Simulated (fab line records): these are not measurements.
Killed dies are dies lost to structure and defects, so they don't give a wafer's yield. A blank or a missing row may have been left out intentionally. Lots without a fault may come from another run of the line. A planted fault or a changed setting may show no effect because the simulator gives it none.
Matching of chambers | flow n5 finfet | pecvd-02 running N5_BEOL_M8_PECVD_70: 3 sister chambers
The step deposits SiO2 from TEOS/O2, target thk 20 nm, time 22.7 s. 3 wafers are shown with their chamber, then 8 later ones without.

== WAFERS PAIRED WITH THEIR CHAMBERS ==
wafer  | chamber | showerhead plenum p Torr (Torr)
L082.5 | 2       | 8.75
L082.6 | 0       | 8.84
L090.1 | 1       | 8.76

== WAFERS WITHOUT THEIR CHAMBER ==
wafer  | showerhead plenum p Torr (Torr)
L090.5 | 8.82
L090.6 | 8.75
L096.1 | 8.74
L096.2 | 8.78
L096.3 | 8.85
L096.4 | 8.75
L096.5 | 8.82
L096.6 | 8.77

== WHICH CHAMBER EACH ONE RAN IN ==
wafer  | from the rows above     | in truth
L090.5 | 0                       | 0
L090.6 | can't be placed: 2 or 1 | 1
L096.1 | can't be placed: 2 or 1 | 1
L096.2 | can't be placed: 1 or 2 | 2
L096.3 | 0                       | 0
L096.4 | can't be placed: 2 or 1 | 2
L096.5 | 0                       | 0
L096.6 | can't be placed: 1 or 2 | 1
Correctly placed: 3 of 8. These rows do not allow placing 5 (true chamber among the candidates in 5). Number placed wrongly: 0.
How it was worked out, from the rows above alone: a wafer's distance from a chamber is the root of the sum, over the readings, of the square of ((its reading less the chamber's mean) divided by the reading's scatter). If the next closest chamber is less than 2 further off than the closest, the wafer can't be placed; otherwise it belongs to the closest. The mean given for a chamber averages the wafers shown for that chamber. The scatter (one wafer shown for each chamber): square how far every hidden wafer sits from the nearest shown wafer, average those squares and take the square root.
